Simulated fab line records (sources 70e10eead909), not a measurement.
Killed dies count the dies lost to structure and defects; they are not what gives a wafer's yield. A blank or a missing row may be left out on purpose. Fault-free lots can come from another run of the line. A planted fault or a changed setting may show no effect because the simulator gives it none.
Matching of chambers	flow nand-harc	3 sister chambers for NHARC_A_CHANNEL_HOLE_D1_DEP_01 on pecvd-01
The step deposits SiON, target thk 140 nm. 6 wafers are shown with their chamber, then 12 later ones without.

== WAFERS, EACH WITH ITS CHAMBER ==
wafer	chamber	heater-power-w (W)
L089.3	2	519
L089.4	2	539
L089.5	1	688
L090.2	0	716
L090.4	1	705
L090.5	0	731

== WAFERS WITH NO CHAMBER GIVEN ==
wafer	heater-power-w (W)
L092.2	668
L092.4	672
L092.6	561
L095.1	773
L095.3	775
L095.6	750
L096.1	737
L096.4	752
L096.5	757
L097.3	789
L097.4	689
L097.6	785

== WHICH CHAMBER EACH ONE RAN IN ==
wafer	from the rows above	in truth
L092.2	1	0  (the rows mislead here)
L092.4	1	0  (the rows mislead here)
L092.6	2	2
L095.1	0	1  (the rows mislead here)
L095.3	0	0
L095.6	0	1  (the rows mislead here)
L096.1	0	0
L096.4	0	0
L096.5	0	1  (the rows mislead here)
L097.3	0	0
L097.4	1	1
L097.6	0	0
Correct placement for 7 of the 12. From these rows, 0 cannot be placed. Number placed wrongly: 5.
How it was worked out, from the rows above alone: a wafer's distance from a chamber is the root of the sum, over the readings, of the square of ((its reading less the chamber's mean) divided by the reading's scatter). The wafer belongs to the nearest chamber; if the next one is less than 2 further off, it can't be placed. The mean given for a chamber averages the wafers shown for that chamber. The scatter is the square root of a quotient: the sum, over the shown wafers, of each reading's squared deviation from its chamber's mean, divided by wafers minus chambers.
